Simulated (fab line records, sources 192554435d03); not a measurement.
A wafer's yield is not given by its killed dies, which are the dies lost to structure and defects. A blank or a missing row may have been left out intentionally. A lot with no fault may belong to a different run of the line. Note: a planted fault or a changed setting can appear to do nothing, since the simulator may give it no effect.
Chamber matching :: flow n5_finfet :: rie_diel-05 running N5_WELL_APT_DESCUM_13: 4 sister chambers
The step chemistry O2, time 7.9 s. 4 wafers are shown with their chamber, then 9 later ones without.

== WAFERS, EACH WITH ITS CHAMBER ==
wafer: L085.1
chamber: 2
drypump_motor_current_A (A): 5.2

wafer: L085.4
chamber: 3
drypump_motor_current_A (A): 5.7

wafer: L085.5
chamber: 0
drypump_motor_current_A (A): 5.1

wafer: L085.6
chamber: 1
drypump_motor_current_A (A): 6.0

== WAFERS WHOSE CHAMBER IS MISSING ==
wafer: L089.2
drypump_motor_current_A (A): 6.0

wafer: L089.3
drypump_motor_current_A (A): 5.1

wafer: L089.6
drypump_motor_current_A (A): 5.8

wafer: L090.1
drypump_motor_current_A (A): 5.7

wafer: L090.2
drypump_motor_current_A (A): 6.0

wafer: L090.6
drypump_motor_current_A (A): 5.8

wafer: L096.1
drypump_motor_current_A (A): 5.8

wafer: L096.2
drypump_motor_current_A (A): 6.0

wafer: L096.3
drypump_motor_current_A (A): 5.1

== THE CHAMBER EACH PASSED THROUGH ==
wafer: L089.2
from the rows above: 1
in truth: 1

wafer: L089.3
from the rows above: can't be placed: 0 or 2
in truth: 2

wafer: L089.6
from the rows above: can't be placed: 3 or 1
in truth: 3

wafer: L090.1
from the rows above: 3
in truth: 3

wafer: L090.2
from the rows above: 1
in truth: 1

wafer: L090.6
from the rows above: can't be placed: 3 or 1
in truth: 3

wafer: L096.1
from the rows above: can't be placed: 3 or 1
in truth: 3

wafer: L096.2
from the rows above: 1
in truth: 1

wafer: L096.3
from the rows above: can't be placed: 0 or 2
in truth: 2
Correct placement for 4 of the 9. From these rows, 5 cannot be placed; in 5 the true chamber is one of the candidates. 0 placed wrongly.
How it was worked out, from the rows above alone: a wafer's distance from a chamber is the root of the sum, over the readings, of the square of ((its reading less the chamber's mean) divided by the reading's scatter). If the next closest chamber is less than 2 further off than the closest, the wafer can't be placed; otherwise it belongs to the closest. The mean given for a chamber averages the wafers shown for that chamber. The scatter: root of mean squared gap, hidden wafer to nearest shown wafer, with one shown wafer a chamber.
